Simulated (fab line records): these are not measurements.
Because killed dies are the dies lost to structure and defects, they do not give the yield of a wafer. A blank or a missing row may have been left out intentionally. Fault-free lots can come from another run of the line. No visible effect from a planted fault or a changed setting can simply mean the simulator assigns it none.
Matching of chambers | flow nandHarc | NHARC_P_ZERO_WELL_DESCUM_26 on rieDiel-13: 4 sister chambers
The step chemistry O2, time 3 s. 4 wafers are shown with their chamber, then 7 later ones without.

EACH WAFER AND ITS CHAMBER
wafer  | chamber | drypumpMotorCurrentA (A)
L076.6 | 0       | 5.2
L083.5 | 1       | 5.9
L088.1 | 2       | 5.2
L088.3 | 3       | 5.6

WAFERS WHOSE CHAMBER IS MISSING
wafer  | drypumpMotorCurrentA (A)
L088.6 | 5.2
L093.1 | 5.3
L093.3 | 5.9
L093.5 | 5.3
L095.1 | 5.2
L095.3 | 5.9
L095.5 | 5.2

CHAMBER TAKEN BY EACH
wafer  | from the rows above     | in truth
L088.6 | can't be placed: 0 or 2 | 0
L093.1 | can't be placed: 0 or 2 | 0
L093.3 | 1                       | 1
L093.5 | can't be placed: 0 or 2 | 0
L095.1 | can't be placed: 0 or 2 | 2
L095.3 | 1                       | 1
L095.5 | can't be placed: 0 or 2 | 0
Correct placement for 2 of the 7. Unplaceable from these rows: 5, with the true chamber sitting among the candidates in 5. 0 placed wrongly.
How it was worked out, from the rows above alone: a wafer's distance from a chamber is the root of the sum, over the readings, of the square of ((its reading less the chamber's mean) divided by the reading's scatter). The wafer belongs to the nearest chamber; if the next one is less than 2 further off, it can't be placed. Each chamber's mean is taken over the wafers shown for it. The scatter: root of mean squared gap, hidden wafer to nearest shown wafer, with one shown wafer a chamber.
